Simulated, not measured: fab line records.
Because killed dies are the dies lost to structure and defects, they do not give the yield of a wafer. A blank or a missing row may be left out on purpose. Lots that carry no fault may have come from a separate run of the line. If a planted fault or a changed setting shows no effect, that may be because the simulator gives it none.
Lot-split experiment ; flow n5-finfet ; 39 wafers read across 7 lots, on a route 1938 steps long

== SPLIT DETAILS ==
At N5_BEOL_M13_ILD_DEP_00 (deposits SiOC from DEMS/O2, target thk 837.92 nm, time 166.4 s), the setting time-s was moved away from the recipe's 166.4 s on 12 of the 39 wafers read, by +29.3% to +43.8%. All remaining wafers had this setting at the recipe value.

== FROM THE SPLIT TO THE READING: what the file shows between them, 7 steps ==
- N5_BEOL_M13_THK_MEAS_01
- N5_BEOL_M13_COAT_58: time 60 s, resist thk 89 nm
- N5_BEOL_M13_COAT_04: resist thk 400 nm
- N5_BEOL_M13_DESCUM_15: chemistry O2, time 7.9 s
- N5_BEOL_M13_ETCH_59: etches BARC in N2/H2, target depth 89 nm, overetch 26.7 nm, time 67.9 s
- N5_BEOL_M13_VIA_ETCH_16: etches SiOC in C4F8/O2/Ar, target depth 921.7 nm
- N5_BEOL_M13_STRIP_63: strips in N2/H2

== THE READING ==
oes-product-au, in a.u., at N5_BEOL_M13_STRIP_64 (strips in N2/H2). Fault-free wafers of this fab line usually give 0.714 a.u., standard deviation 0.0044 a.u.

wafer;tool, chamber at the split;time-s as run, s;against the recipe;oes-product-au, a.u.;against lot-mates on the recipe
L080.1;pecvd-01, 0;166.4;recipe;0.715;-
L080.2;pecvd-01, 1;166.4;recipe;0.719;-
L080.3;pecvd-01, 2;166.4;recipe;0.713;-
L080.4;pecvd-01, 2;232.4;+39.7%;0.668;-0.048
L080.5;pecvd-01, 1;232.4;+39.7%;0.674;-0.042
L080.6;pecvd-01, 0;232.4;+39.7%;0.669;-0.047
L079.1;pecvd-01, 1;166.4;recipe;0.708;-
L079.2;pecvd-01, 2;166.4;recipe;0.717;-
L079.3;pecvd-01, 0;166.4;recipe;0.722;-
L079.4;pecvd-01, 0;166.4;recipe;0.713;-
L079.5;pecvd-01, 2;166.4;recipe;0.719;-
L079.6;pecvd-01, 1;166.4;recipe;0.719;-
L082.1;pecvd-01, 1;166.4;recipe;0.713;-
L082.2;pecvd-01, 0;166.4;recipe;0.710;-
L082.3;pecvd-01, 2;166.4;recipe;0.711;-
L082.4;pecvd-01, 2;166.4;recipe;0.710;-
L082.5;pecvd-01, 0;166.4;recipe;0.713;-
L082.6;pecvd-01, 1;166.4;recipe;0.713;-
L083.1;pecvd-03, 1;215.1;+29.3%;0.681;-0.033
L083.2;pecvd-03, 0;215.1;+29.3%;0.719;+0.005
L083.3;pecvd-03, 2;166.4;recipe;0.711;-
L083.4;pecvd-03, 1;215.1;+29.3%;0.687;-0.027
L083.5;pecvd-03, 0;166.4;recipe;0.716;-
L083.6;pecvd-03, 2;166.4;recipe;0.714;-
L085.1;pecvd-03, 0;230.8;+38.7%;0.671;-0.040
L085.2;pecvd-03, 1;166.4;recipe;0.709;-
L085.3;pecvd-03, 2,1;166.4;recipe;0.710;-
L085.4;pecvd-03, 0;230.8;+38.7%;0.669;-0.042
L085.5;pecvd-03, 2,1;166.4;recipe;0.714;-
L085.6;pecvd-03, 2;230.8;+38.7%;0.674;-0.037
L092.1;pecvd-01, 2;239.3;+43.8%;0.665;-0.048
L092.2;pecvd-01, 1;239.3;+43.8%;0.662;-0.051
L092.3;pecvd-01, 2;166.4;recipe;0.716;-
L092.4;pecvd-01, 1;166.4;recipe;0.714;-
L092.5;pecvd-01, 1;239.3;+43.8%;0.659;-0.054
L092.6;pecvd-01, 2;166.4;recipe;0.710;-
L095.2;pecvd-03, 1;166.4;recipe;0.712;-
L095.4;pecvd-03, 1;166.4;recipe;0.715;-
L095.5;pecvd-03, 2;166.4;recipe;0.713;-
When a row names more than one chamber, that row covers several wafers, and the file does not tell which wafer ran in which chamber.

FIT RESULTS
A straight line over all 39 wafers: oes-product-au changes by -0.00106 a.u. for each +1% of time-s; r = -0.94; the points scatter about the line by 0.007 a.u.
The same after taking each lot's own level away (the mean of its wafers on the recipe; 39 wafers): -0.00106 a.u. for each +1%; r = -0.94; scatter 0.0068 a.u.
That fit puts the effect of the largest move of time-s on the reading at 0.046 a.u.
Across the lots, their own levels run from 0.7110 to 0.7163 a.u., a range of 1.2 times the standard deviation given above.
The two slopes are in agreement: the lot-to-lot level therefore moves the slope only a little.
Check: with one of the wafers moved furthest among these (+43.8%) left out of the fit, the line predicts -0.0455 a.u. for it against its lot-mates. Against them it came out at -0.0483 a.u.

== THESE WAFERS: OTHER SPLITS ==
These wafers also went through other splits before the reading. Each is held against what the fit with the lots' levels taken away leaves over:
other split on the same wafers;wafers away from the commonest value;r with oes-product-au (lot level and that fit taken away)
N5_BEOL_M7_ALD_77 ald-cycles;18;+0.07
N5_BEOL_M9_ETCH_66 target-depth-a;15;-0.18

== THE WHOLE CHAIN: every reading that the file lists as answering this split, in the file's order ==
step;what it does;reading;change (the file's fit);r (the file's)
N5_BEOL_M13_ILD_DEP_00;deposits SiOC from DEMS/O2, target thk 837.92 nm, time 166.4 s;SiOC_of_BEOL_M13_ILD_DEP_00.thk-nm (the simulator's own value, which no gauge read);+8.4 nm for each +1% of the setting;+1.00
N5_BEOL_M13_THK_MEAS_01;;M13_ILD_THK;+8.4 for each +1% of the setting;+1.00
N5_BEOL_M13_VIA_ETCH_16;etches SiOC in C4F8/O2/Ar, target depth 921.7 nm;etch.depth-nm (the simulator's own value, which no gauge read);+8.4 nm for each +1% of the setting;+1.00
N5_BEOL_M13_VIA_ETCH_16;etches SiOC in C4F8/O2/Ar, target depth 921.7 nm;BARC_of_BEOL_M13_COAT_58.thk-nm (the simulator's own value, which no gauge read);-0.632 nm for each +1% of the setting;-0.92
N5_BEOL_M13_VIA_ETCH_16;etches SiOC in C4F8/O2/Ar, target depth 921.7 nm;coat_of_BEOL_M13_COAT_04.thk-nm (the simulator's own value, which no gauge read);-1.86 nm for each +1% of the setting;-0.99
N5_BEOL_M13_STRIP_63;strips in N2/H2;oes-product-au;-0.0115 a.u. for each +1% of the setting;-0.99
N5_BEOL_M13_STRIP_63;strips in N2/H2;strip-time-to-endpoint-s;not straight: withheld at the lowest setting, withheld at the recipe, withheld at the highest;not given
N5_BEOL_M13_STRIP_64;strips in N2/H2;oes-product-au;-0.00105 a.u. for each +1% of the setting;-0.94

== THE FILE'S OWN FIT ==
oes-product-au changes by -0.00105 a.u. for each +1% of time-s, r = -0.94.
